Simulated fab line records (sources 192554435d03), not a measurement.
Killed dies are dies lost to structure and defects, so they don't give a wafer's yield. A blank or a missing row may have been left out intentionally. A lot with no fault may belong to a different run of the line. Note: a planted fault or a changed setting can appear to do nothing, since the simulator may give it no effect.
fab line records	flow n5_finfet
[record] lots = 6	wafers = 18	last_day = 18
route steps=1938 shown BEOL_M1@788 BEOL_M4@1111
lots that met no fault: from a run of the same line without faults
start_h: the number of hours between the record's first day and the start of the first shown wafer of the lot	wait_h: hours elapsed since this lot's preceding step	" as in the row above	L1.1+2: a single row standing in for several wafers	- no value, or no start was given	* or withheld: withheld	< > ~ a bound
route shown NAME@n: a module of which the file shows steps, and the number in the route of the first	usual: mean and standard deviation over wafers with no fault	same: alike in all rows	chamber/n: place in a boat	sites: each site's reading	_std_site: standard deviation of those values	_edge_site: mean of outer sites minus mean of inner sites	radius_mm: how far each site lies from the wafer's centre	mask NAME#n: copy n	behind: the tool/chamber that last shaped the wafer	hold: why the lot went on hold/how many hours it stayed there/how the hold came to an end	device: transistor that didn't switch, given as n, p or np	end of line: at the end of the route, the tests of the same wafers	for a step that has no rows: nothing shown but its recipe	killed: not the wafer's yield, but the dies lost to structure and defects at the first sort	map: dies across one wafer; x = killed, . = not, _ = none there
set.NAME: setting as actually run; set.NAME@STEP: the setting as run at that earlier step	model.NAME: the simulator's own value behind a step, which no gauge read
lots at selected steps of the route; one table per step, one row per wafer
services: from which hour (start_h, from the record's first day; less than 0 if before it) a tool's chamber was out of use, for how many hours, and why
[[steps]]
[step N5_BEOL_M1_INSPECT_30]
[recipe] mode = adi	inspect_instrument = brightfield
[usual] raw_defect_count = 411/88
lot.wafer	tool	chamber	start_h	wait_h	raw_defect_count
L434.1	defect_inspect-01	-	154.52	0.1	377
L434.5	"	-	"	"	340
L434.6	"	-	"	"	365
L435.1	defect_inspect-02	-	165.32	0.1	485
L435.2	"	-	"	"	443
L435.5	"	-	"	"	387
L439.1	defect_inspect-02	-	192.03	0.1	385
L439.5	"	-	"	"	441
L439.6	"	-	"	"	320
L448.1	defect_inspect-02	-	239.05	0.1	368
L448.5	"	-	"	"	389
L448.6	"	-	"	"	577
L449.2	defect_inspect-02	-	245.62	0.0	475
L449.4	"	-	"	"	467
L449.6	"	-	"	"	375
L450.2	defect_inspect-01	-	258.21	0.0	523
L450.4	"	-	"	"	383
L450.6	"	-	"	"	402
[step N5_BEOL_M1_DESCUM_33]
[recipe] chemistry = O2	time_s = 7	source_power_w = 50	bias_power_w = 20	pressure_mtorr = 20	rf_frequency_hz = 2.712e+07	temp_c = 40	resist = CAR-EUV	o2_flow_sccm = 225
[step N5_BEOL_M1_ETCH_77]
[recipe] chemistry = N2/H2	target = underlayer	target_depth_a = 65	mask_material = CAR-EUV	time_s = 5.2	ion_energy_ev = 200	pressure_mtorr = 30	source_w = 840	bias_w = 150	n2_flow_sccm = 200	h2_flow_sccm = 200	ends = cleared
[usual] drypump_motor_current_A = 5.5/0.48	etch_rf_on_time_s = 5.19/0.075	h2_flow_sccm = 200.0/0.58	oes_product_au = 0.65/0.046	rf_fwd_power_W = 819.8/2.7	rf_vpp_V = 522.7/3	showerhead_plenum_p_Torr = 2.50/0.097	throttle_valve_pct = 17.82/0.19
lot.wafer	tool	chamber	start_h	wait_h	drypump_motor_current_A	etch_rf_on_time_s	h2_flow_sccm	oes_product_au	rf_fwd_power_W	rf_hours_counter_h	rf_vpp_V	showerhead_plenum_p_Torr	throttle_valve_pct
L434.1	rie_diel-06	0	154.89	0.0	5.5	5.29	200.5	0.62	824.5	152	524.6	2.54	18.26
L434.5	"	2	"	"	5.0	5.21	200.0	0.64	816.7	-	520.7	2.44	17.79
L434.6	"	1	"	"	4.9	5.15	199.9	0.66	822.1	-	522.2	2.45	17.81
L435.1	rie_diel-01	0	165.39	0.0	5.4	5.05	201.0	0.69	822.4	104	518.5	2.35	17.62
L435.2	"	3	"	"	5.8	5.12	200.8	0.60	819.8	231	522.8	2.52	18.02
L435.5	"	1	"	"	4.7	5.19	199.8	0.62	823.6	-	527.9	2.63	18.04
L439.1	rie_diel-06	3	192.10	0.0	5.6	5.23	199.3	0.58	817.8	233	520.8	2.41	17.92
L439.5	"	2	"	"	5.0	5.21	200.8	0.63	815.0	-	522.6	2.44	17.83
L439.6	"	3	"	"	5.6	5.26	199.7	0.58	816.2	-	520.3	2.41	17.88
L448.1	rie_diel-06	0	239.12	0.0	5.5	5.35	199.5	0.61	820.5	174	525.1	2.53	18.29
L448.5	"	1	"	"	5.0	5.16	200.5	0.64	821.2	-	519.8	2.43	17.83
L448.6	"	0	"	"	5.5	5.34	200.3	0.60	822.4	-	522.5	2.53	18.27
L449.2	rie_diel-02	3	245.69	0.0	5.9	5.13	200.1	0.65	817.8	160	525.0	2.53	17.80
L449.4	"	0	"	"	5.3	5.18	200.4	0.72	819.6	67	525.3	2.69	17.63
L449.6	"	0	"	"	5.2	5.18	200.2	0.73	816.5	-	526.7	2.69	17.61
L450.2	rie_diel-02	2	258.27	0.0	5.0	5.25	199.6	0.62	816.7	184	519.5	2.42	17.84
L450.4	"	1	"	"	6.3	5.17	200.3	0.65	824.4	173	521.3	2.43	17.76
L450.6	"	0	"	"	5.3	5.16	200.7	0.72	816.7	-	526.7	2.69	17.62
[step N5_BEOL_M1_ETCH_69]
[recipe] chemistry = CF4	target = SiARC	target_depth_a = 156	mask_material = CAR-EUV	time_s = 26	ion_energy_ev = 80	pressure_mtorr = 40	source_w = 545	bias_w = 36	Ar_flow_sccm = 100	cf4_flow_sccm = 100	ends = cleared
[step N5_BEOL_M1_ALD_98]
[recipe] material = SiO2	target_thk_a = 25	temp_c = 100	ald_precursor_family = BDEAS	ald_co_reactant = O2-plasma	pulse_time_s = 1	co_reactant_pulse_time_s = 1	purge_time_s = 2	co_reactant_purge_time_s = 2	ald_cycles = 17	pressure_torr = 2
[step N5_BEOL_M1_ETCHBACK_99]
[recipe] chemistry = CHF3	target = SiO2	target_depth_a = 50	time_s = 10.4	source_w = 215	bias_w = 47	Ar_flow_sccm = 200	CHF3_flow_sccm = 12	ion_energy_ev = 100	pressure_mtorr = 30
[usual] drypump_motor_current_A = 5.4/0.49	oes_product_au = 0.74/0.055	rf_vpp_V = 239.6/2.9	showerhead_plenum_p_Torr = 2.11/0.076	throttle_valve_pct = 17.06/0.19
lot.wafer	tool	chamber	start_h	wait_h	drypump_motor_current_A	oes_product_au	rf_hours_counter_h	rf_vpp_V	showerhead_plenum_p_Torr	throttle_valve_pct
L434.1	rie_diel-01	2	159.80	4.6	6.3	0.74	152	240.0	2.14	16.90
L434.5	"	3	"	"	5.8	0.70	-	239.5	2.13	17.17
L434.6	"	2	"	"	6.3	0.73	-	242.1	2.14	16.90
L435.1	rie_diel-06	1	167.83	2.3	4.9	0.78	139	235.6	2.07	17.09
L435.2	"	2	"	"	5.0	0.75	150	236.0	2.07	17.07
L435.5	"	2	"	"	5.0	0.75	-	235.3	2.07	17.08
L439.1	rie_diel-02	1	197.06	4.2	6.3	0.77	154	237.2	2.06	16.87
L439.5	"	3	"	"	5.9	0.77	-	241.7	2.16	17.02
L439.6	"	0	"	"	5.2	0.85	-	243.3	2.28	16.71
L448.1	rie_diel-02	0	240.42	1.1	5.2	0.84	64	242.4	2.27	16.73
L448.5	"	1	"	"	6.3	0.77	-	238.7	2.06	16.90
L448.6	"	0	"	"	5.2	0.84	-	241.7	2.27	16.73
L449.2	rie_diel-02	3	246.90	1.1	5.9	0.76	160	241.4	2.15	17.05
L449.4	"	0	"	"	5.2	0.84	67	242.2	2.27	16.75
L449.6	"	1	"	"	6.3	0.76	-	236.9	2.05	16.91
L450.2	rie_diel-01	0	266.96	8.4	5.4	0.75	138	237.7	1.99	16.92
L450.4	"	3	"	"	5.8	1.01	1	242.7	2.13	16.75
L450.6	"	2	"	"	6.3	0.70	-	240.3	2.13	16.96
[step N5_BEOL_M1_ETCH_70]
[recipe] chemistry = N2/H2	target = SOC	target_depth_a = 800	overetch_a = 160	mask_material = SiARC	temp_c = 40	time_s = 120	ion_energy_ev = 200	pressure_mtorr = 30	source_w = 840	bias_w = 150	n2_flow_sccm = 200	h2_flow_sccm = 200
[usual] drypump_motor_current_A = 5.5/0.49	h2_flow_sccm = 200.0/0.63	oes_product_au = 0.57/0.04	rf_fwd_power_W = 835/3.2	rf_vpp_V = 522.4/2.8	showerhead_plenum_p_Torr = 2.49/0.09	throttle_valve_pct = 17.81/0.18
lot.wafer	tool	chamber	start_h	wait_h	drypump_motor_current_A	h2_flow_sccm	oes_product_au	rf_fwd_power_W	rf_hours_counter_h	rf_vpp_V	showerhead_plenum_p_Torr	throttle_valve_pct
L434.1	rie_diel-01	2	159.83	0.0	6.3	201.5	0.56	840	152	524.1	2.54	17.62
L434.5	"	3	"	"	5.8	200.4	0.54	835	-	522.5	2.52	18.01
L434.6	"	2	"	"	6.3	201.1	0.56	837	-	523.1	2.54	17.64
L435.1	rie_diel-06	1	167.87	0.0	5.0	200.3	0.60	833	139	522.2	2.44	17.79
L435.2	"	2	"	"	5.0	201.0	0.58	831	150	521.5	2.44	17.77
L435.5	"	2	"	"	5.0	200.6	0.58	833	-	519.9	2.44	17.77
L439.1	rie_diel-02	1	197.10	0.0	6.3	199.5	0.59	836	154	521.5	2.44	17.69
L439.5	"	3	"	"	5.9	199.5	0.59	836	-	523.6	2.54	17.73
L439.6	"	0	"	"	5.2	199.4	0.66	834	-	529.6	2.70	17.55
L448.1	rie_diel-02	0	240.46	0.0	5.3	200.1	0.65	841	65	526.8	2.69	17.58
L448.5	"	1	"	"	6.3	201.0	0.59	839	-	520.7	2.44	17.72
L448.6	"	0	"	"	5.3	200.8	0.65	841	-	527.2	2.69	17.57
L449.2	rie_diel-02	3	246.94	0.0	5.9	198.1	0.58	845	160	523.7	2.54	17.73
L449.4	"	0	"	"	5.3	201.1	0.64	837	67	527.8	2.69	17.55
L449.6	"	1	"	"	6.3	200.0	0.58	835	-	520.0	2.43	17.71
L450.2	rie_diel-01	0	267.00	0.0	5.4	199.8	0.58	833	139	518.1	2.34	17.63
L450.4	"	3	"	"	5.8	200.1	0.76	832	1	523.6	2.51	17.59
L450.6	"	2	"	"	6.3	200.2	0.54	832	-	523.0	2.52	17.69
[step N5_BEOL_M1_STRIP_71]
[recipe] chemistry = N2/H2	temp_c = 40	n2_flow_sccm = 200	h2_flow_sccm = 200	rf_frequency_hz = 6e+07
[step N5_BEOL_M1_STRIP_78]
[recipe] chemistry = N2/H2	temp_c = 40	n2_flow_sccm = 200	h2_flow_sccm = 200	rf_frequency_hz = 6e+07
[step N5_BEOL_M1_VIA_ETCH_34]
[recipe] chemistry = C4F6/O2	target_depth_a = 678	mask_material = SOC	pressure_mtorr = 15	ion_energy_ev = 250	taper_deg = 4	time_s = 64.4	source_w = 350	bias_w = 170	Ar_flow_sccm = 300	C4F6_flow_sccm = 10	O2_flow_sccm = 10
[usual] drypump_motor_current_A = 5.5/0.49	oes_ar_750_au = 0.75/0.054	oes_f_703_au = 0.75/0.056	oes_o_777_au = 0.75/0.056	oes_product_au = 0.74/0.056	rf_fwd_power_W = 346.6/1.4	rf_vpp_V = 662/7.7	showerhead_plenum_p_Torr = 2.79/0.097	throttle_valve_pct = 30.73/0.23
lot.wafer	tool	chamber	start_h	wait_h	drypump_motor_current_A	oes_ar_750_au	oes_f_703_au	oes_o_777_au	oes_product_au	rf_fwd_power_W	rf_hours_counter_h	rf_vpp_V	showerhead_plenum_p_Torr	throttle_valve_pct
L434.1	rie_diel-01	2	159.93	0.0	6.3	0.74	0.73	0.74	0.72	346.3	152	666	2.83	30.46
L434.5	"	3	"	"	5.7	0.71	0.70	0.70	0.70	348.5	-	662	2.82	30.90
L434.6	"	2	"	"	6.3	0.73	0.73	0.74	0.74	347.7	-	667	2.83	30.45
L435.1	rie_diel-06	1	167.97	0.0	5.0	0.79	0.80	0.79	0.77	347.4	139	651	2.74	30.71
L435.2	"	2	"	"	5.0	0.75	0.75	0.75	0.74	345.6	150	649	2.74	30.76
L435.5	"	2	"	"	5.0	0.75	0.75	0.75	0.75	347.0	-	652	2.74	30.76
L439.1	rie_diel-02	1	197.20	0.0	6.3	0.77	0.78	0.78	0.78	348.4	154	659	2.72	30.47
L439.5	"	3	"	"	5.9	0.78	0.78	0.78	0.77	347.9	-	670	2.85	30.70
L439.6	"	0	"	"	5.2	0.86	0.86	0.87	0.86	347.1	-	670	3.00	30.44
L448.1	rie_diel-02	0	240.56	0.0	5.2	0.84	0.85	0.85	0.85	347.1	65	670	2.99	30.45
L448.5	"	1	"	"	6.2	0.76	0.78	0.77	0.76	347.2	-	660	2.72	30.50
L448.6	"	0	"	"	5.2	0.84	0.85	0.85	0.85	348.1	-	670	2.99	30.45
L449.2	rie_diel-02	3	247.04	0.0	5.9	0.76	0.77	0.77	0.75	348.1	160	670	2.84	30.75
L449.4	"	0	"	"	5.2	0.85	0.84	0.85	0.85	346.0	67	669	2.99	30.44
L449.6	"	1	"	"	6.3	0.76	0.77	0.76	0.77	348.4	-	658	2.72	30.50
L450.2	rie_diel-01	0	267.10	0.0	5.4	0.77	0.78	0.78	0.76	344.3	139	658	2.63	30.67
L450.4	"	3	"	"	5.7	1.00	1.00	1.00	1.02	346.4	1	668	2.81	30.59
L450.6	"	2	"	"	6.3	0.71	0.71	0.71	0.71	345.9	-	665	2.81	30.48
[step N5_BEOL_M1_STRIP_83]
[recipe] chemistry = C4F6/O2	resist = SiARC	rf_frequency_hz = 6e+07
[step N5_BEOL_M1_STRIP_36]
[recipe] chemistry = N2/H2	power_w = 450	temp_c = 40	pressure_mtorr = 20	rf_frequency_hz = 6e+07	overash_fraction = 0.3	bias_power_w = 7	h2_frac = 0.5	n2_flow_sccm = 200	h2_flow_sccm = 200
[step N5_BEOL_M1_TRENCH_ETCH_37]
[recipe] chemistry = C4F6/O2	target_depth_a = 552.07	target = SiOC	time_s = 29	ion_energy_ev = 250	pressure_mtorr = 30	source_w = 355	bias_w = 185	Ar_flow_sccm = 300	C4F6_flow_sccm = 10	O2_flow_sccm = 10
[usual] drypump_motor_current_A = 5.4/0.49	oes_ar_750_au = 0.75/0.053	oes_f_703_au = 0.75/0.056	oes_o_777_au = 0.75/0.056	oes_product_au = 0.74/0.055	rf_fwd_power_W = 349.3/2	rf_vpp_V = 662/7.8	showerhead_plenum_p_Torr = 2.80/0.097	throttle_valve_pct = 20.83/0.2
lot.wafer	tool	chamber	start_h	wait_h	drypump_motor_current_A	oes_ar_750_au	oes_f_703_au	oes_o_777_au	oes_product_au	rf_fwd_power_W	rf_hours_counter_h	rf_vpp_V	showerhead_plenum_p_Torr	throttle_valve_pct	model.BEOL_M1.feature_depth_nm	model.etch.depth_nm	model.TiN_of_BEOL_M1_HM_DEP_02.thk_nm
L434.1	rie_diel-01	2	160.03	-	6.3	0.73	0.74	0.73	0.74	346.9	152	666	2.84	20.65	55.4	55.42	17.6
L434.5	"	3	"	"	5.8	0.71	0.70	0.71	0.71	351.9	-	661	2.82	20.96	55.8	55.78	17.6
L434.6	"	2	"	"	6.3	0.73	0.74	0.73	0.73	348.5	-	665	2.84	20.63	55.6	55.69	17.8
L435.1	rie_diel-06	1	168.07	-	5.0	0.79	0.79	0.79	0.78	349.1	139	653	2.74	20.86	55.6	55.51	17.8
L435.2	"	2	"	"	5.0	0.76	0.75	0.75	0.75	348.2	150	649	2.75	20.87	55.2	55.26	17.8
L435.5	"	2	"	"	5.0	0.76	0.75	0.75	0.75	347.1	-	651	2.75	20.86	55.2	55.16	17.6
L439.1	rie_diel-02	1	197.30	-	6.3	0.77	0.78	0.79	0.78	351.4	154	657	2.73	20.62	55.2	55.22	17.8
L439.5	"	3	"	"	5.9	0.77	0.78	0.78	0.77	348.3	-	668	2.85	20.79	55.6	55.53	17.8
L439.6	"	0	"	"	5.3	0.87	0.86	0.87	0.87	350.4	-	669	3.01	20.51	55.4	55.36	17.4
L448.1	rie_diel-02	0	240.66	-	5.3	1.10	1.44	1.39	0.96	562.1	65	532	3.00	20.56	66.8	66.8	17.4
L448.5	"	1	"	"	6.3	0.77	0.77	0.78	0.76	351.5	-	658	2.72	20.66	55.4	55.43	17.6
L448.6	"	0	"	"	5.3	1.10	1.44	1.39	0.95	564.2	-	530	3.00	20.56	66.4	66.44	17.4
L449.2	rie_diel-02	3	247.14	-	5.9	0.75	0.77	0.77	0.75	351.3	160	669	2.84	20.82	55	54.91	17.4
L449.4	"	0	"	"	5.3	1.10	1.43	1.39	0.94	564.4	67	531	3.00	20.56	66.4	66.3	17.4
L449.6	"	1	"	"	6.3	0.76	0.77	0.77	0.75	352.1	-	658	2.72	20.64	54.2	54.24	17.6
L450.2	rie_diel-01	0	267.20	-	5.4	0.77	0.78	0.77	0.76	346.6	139	657	2.64	20.70	54.8	54.86	17.8
L450.4	"	3	"	"	5.8	1.00	0.99	0.99	1.01	352.4	1	667	2.81	20.60	56	55.91	17.8
L450.6	"	2	"	"	6.3	0.70	0.71	0.71	0.69	348.4	-	666	2.82	20.71	53.8	53.87	18
[step N5_BEOL_M1_ETCH_41]
[recipe] chemistry = CH3F/O2	target = SiCN	target_depth_a = 319	taper_deg = 2	time_s = 57.8	ion_energy_ev = 120	mask_material = TiN	pressure_mtorr = 30	source_w = 395	bias_w = 75	Ar_flow_sccm = 150	CH3F_flow_sccm = 30	O2_flow_sccm = 20
[step N5_BEOL_M1_STRIP_97]
[recipe] chemistry = N2/H2	time_s = 10	power_w = 450	temp_c = 40	pressure_mtorr = 20	rf_frequency_hz = 6e+07	bias_power_w = 7	n2_flow_sccm = 200	h2_flow_sccm = 200
[usual] drypump_motor_current_A = 5.5/0.49	h2_flow_sccm = 199.9/0.57	oes_product_au = 0.75/0.055	rf_vpp_V = 58.9/0.88	showerhead_plenum_p_Torr = 2.49/0.09	throttle_valve_pct = 23.65/0.22
lot.wafer	tool	chamber	start_h	wait_h	drypump_motor_current_A	h2_flow_sccm	oes_product_au	rf_hours_counter_h	rf_vpp_V	showerhead_plenum_p_Torr	throttle_valve_pct
L434.1	rie_diel-01	2	-	-	6.3	199.5	0.73	152	57.8	2.53	23.38
L434.5	"	3	"	"	5.8	200.3	0.70	-	58.8	2.51	23.97
L434.6	"	2	"	"	6.3	199.8	0.73	-	58.5	2.53	23.39
L435.1	rie_diel-06	1	-	-	5.0	200.3	0.77	139	59.5	2.44	23.52
L435.2	"	2	"	"	5.0	199.5	0.74	150	58.7	2.44	23.55
L435.5	"	2	"	"	5.0	200.7	0.74	-	57.5	2.44	23.56
L439.1	rie_diel-02	1	-	-	6.3	200.3	0.77	154	57.6	2.44	23.54
L439.5	"	3	"	"	5.9	199.7	0.77	-	58.9	2.54	23.52
L439.6	"	0	"	"	5.2	199.8	0.87	-	59.9	2.69	23.49
L448.1	rie_diel-02	0	-	-	5.3	199.2	0.85	65	59.2	2.69	23.49
L448.5	"	1	"	"	6.3	201.2	0.76	-	57.8	2.43	23.55
L448.6	"	0	"	"	5.3	199.5	0.84	-	58.6	2.69	23.49
L449.2	rie_diel-02	3	-	-	5.9	200.5	0.75	160	59.2	2.53	23.54
L449.4	"	0	"	"	5.2	200.1	0.85	67	59.6	2.68	23.49
L449.6	"	1	"	"	6.3	200.1	0.76	-	58.2	2.43	23.55
L450.2	rie_diel-01	0	-	-	5.4	200.0	0.76	139	57.7	2.33	23.48
L450.4	"	3	"	"	5.7	199.3	0.99	1	58.4	2.50	23.59
L450.6	"	2	"	"	6.3	199.7	0.69	-	60.8	2.52	23.47
[step N5_BEOL_M1_OCD_MEAS_38]
[usual] trench_depth_nm = 55.0/0.7
lot.wafer	tool	chamber	start_h	wait_h	trench_depth_nm
L434.1	ocd-02	-	160.19	-	55.5
L434.5	"	-	"	"	55.9
L434.6	"	-	"	"	55.7
L435.1	ocd-01	-	168.22	-	55.2
L435.2	"	-	"	"	55.6
L435.5	"	-	"	"	55.6
L439.1	ocd-01	-	197.46	-	55.5
L439.5	"	-	"	"	55.1
L439.6	"	-	"	"	55.2
L448.1	ocd-02	-	240.81	-	66.7
L448.5	"	-	"	"	55.1
L448.6	"	-	"	"	66.3
L449.2	ocd-01	-	247.30	-	55.2
L449.4	"	-	"	"	65.8
L449.6	"	-	"	"	54.7
L450.2	ocd-01	-	267.35	-	54.7
L450.4	"	-	"	"	55.6
L450.6	"	-	"	"	54.0
[step N5_BEOL_M1_HM_STRIP_39]
[recipe] chemistry = peroxide_tin_strip	material = TiN	target_depth_a = 250	temp_c = 50	time_s = 158
[step N5_BEOL_M4_RC_MEAS_101]
[usual] DIBL_N = 36.5/1.4	DIBL_P = 36.9/1.7	IOFF_N = 0.163/0.023	IOFF_P = 0.22/0.032	ION_N = 673/9	ION_P = 462/7.5	SS_N = 71.6/0.54	SS_P = 73.4/0.62	VT_N = 249.8/2.8	VT_P = -250/3.5
lot.wafer	tool	chamber	start_h	wait_h	DIBL_N[mV/V]	DIBL_P[mV/V]	IOFF_N[nA/um]	IOFF_P[nA/um]	ION_N[uA/um]	ION_P[uA/um]	SS_N[mV/dec]	SS_P[mV/dec]	VT_N[mV]	VT_P[mV]
L434.1	prober-01	0	197.49	0.0	37.2	37.0	0.167	0.21	689	465	71.7	74.4	249.0	-250
L434.5	"	0	"	"	35.1	34.9	0.136	0.18	679	462	71.6	73.6	250.5	-253
L434.6	"	0	"	"	35.8	36.0	0.140	0.20	661	461	71.8	74.8	252.7	-251
L435.1	prober-01	0	210.67	0.0	38.9	38.9	0.203	0.24	691	460	72.4	74.7	245.2	-249
L435.2	"	0	"	"	34.2	33.7	0.127	0.16	656	451	71.7	72.0	254.4	-255
L435.5	"	0	"	"	35.4	35.7	0.148	0.18	670	460	71.7	72.7	247.3	-256
L439.1	prober-02	0	246.76	0.0	37.3	38.7	0.190	0.22	684	462	72.1	73.4	245.6	-252
L439.5	"	0	"	"	38.1	39.3	0.207	0.24	676	450	72.2	74.1	245.3	-251
L439.6	"	0	"	"	37.2	38.3	0.183	0.21	676	451	72.1	73.3	247.5	-253
L448.1	prober-02	0	282.12	0.0	34.8	36.2	0.133	0.17	662	451	70.5	73.5	252.7	-255
L448.5	"	0	"	"	34.5	36.6	0.137	0.17	670	450	70.9	73.3	251.2	-252
L448.6	"	0	"	"	34.7	36.0	0.135	0.16	663	451	71.5	72.9	251.8	-258
L449.2	prober-01	0	307.80	0.2	33.6	33.8	0.129	0.17	665	462	70.9	72.0	249.9	-254
L449.4	"	0	"	"	34.3	35.2	0.147	0.19	677	464	70.7	73.3	246.3	-250
L449.6	"	0	"	"	32.6	33.7	0.118	0.17	672	468	70.5	72.9	253.8	-254
L450.2	prober-02	0	310.03	0.2	37.8	36.4	0.151	0.20	665	457	72.0	73.1	253.7	-251
L450.4	"	0	"	"	37.6	36.6	0.159	0.21	675	461	72.3	73.2	249.4	-250
L450.6	"	0	"	"	36.4	35.7	0.138	0.19	663	454	71.3	73.0	255.7	-251
[[services]]
tool	chamber	start_h	hours	kind
rie_diel-06	0	161.86	8.2	repair
rie_diel-01	2	235.65	2.4	repair
rie_diel-01	3	236.99	5.4	repair
rie_diel-01	3	242.70	-	clean
rie_diel-01	3	242.70	-	consumable_replace:esc
rie_diel-01	3	242.70	-	consumable_replace:focus_ring
rie_diel-01	3	242.70	18.6	scheduled_down
rie_diel-01	3	242.70	18.6	vent_cycle
rie_diel-06	3	247.21	-	clean
rie_diel-06	3	247.21	-	consumable_replace:focus_ring
rie_diel-06	3	247.21	-	consumable_replace:showerhead
rie_diel-06	3	247.21	23.3	scheduled_down
rie_diel-06	3	247.21	23.3	vent_cycle
[[key]]
[first_sign] step = N5_BEOL_M1_TRENCH_ETCH_37	reading = rf_fwd_power_W	direction = up	sigmas = 99+	usual = *	struck = *
[effect] step = N5_BEOL_M1_TRENCH_ETCH_37	reading = rf_vpp_V	direction = down	sigmas = 17	usual = 662	struck = 531
[effect] step = N5_BEOL_M1_OCD_MEAS_38	reading = trench_depth_nm	direction = up	sigmas = 16	usual = 55.0	struck = 66.3
[model_effect] step = N5_BEOL_M1_TRENCH_ETCH_37	value = BEOL_M1.feature_depth_nm	without = 55.4	struck = 66.53
met_at N5_BEOL_M1_TRENCH_ETCH_37
struck_wafers L448.1,L448.6,L449.4
onset_between 197.30 240.66
[fault] kind = process_parameter_drift	tool = rie_diel-02	chamber = 0	onset_h = 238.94	steps = N5_BEOL_M1_TRENCH_ETCH_37	channel = source_w	offset = 213	shape = step	end_h = 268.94	acts_in = these_recipes_only	stated = 355
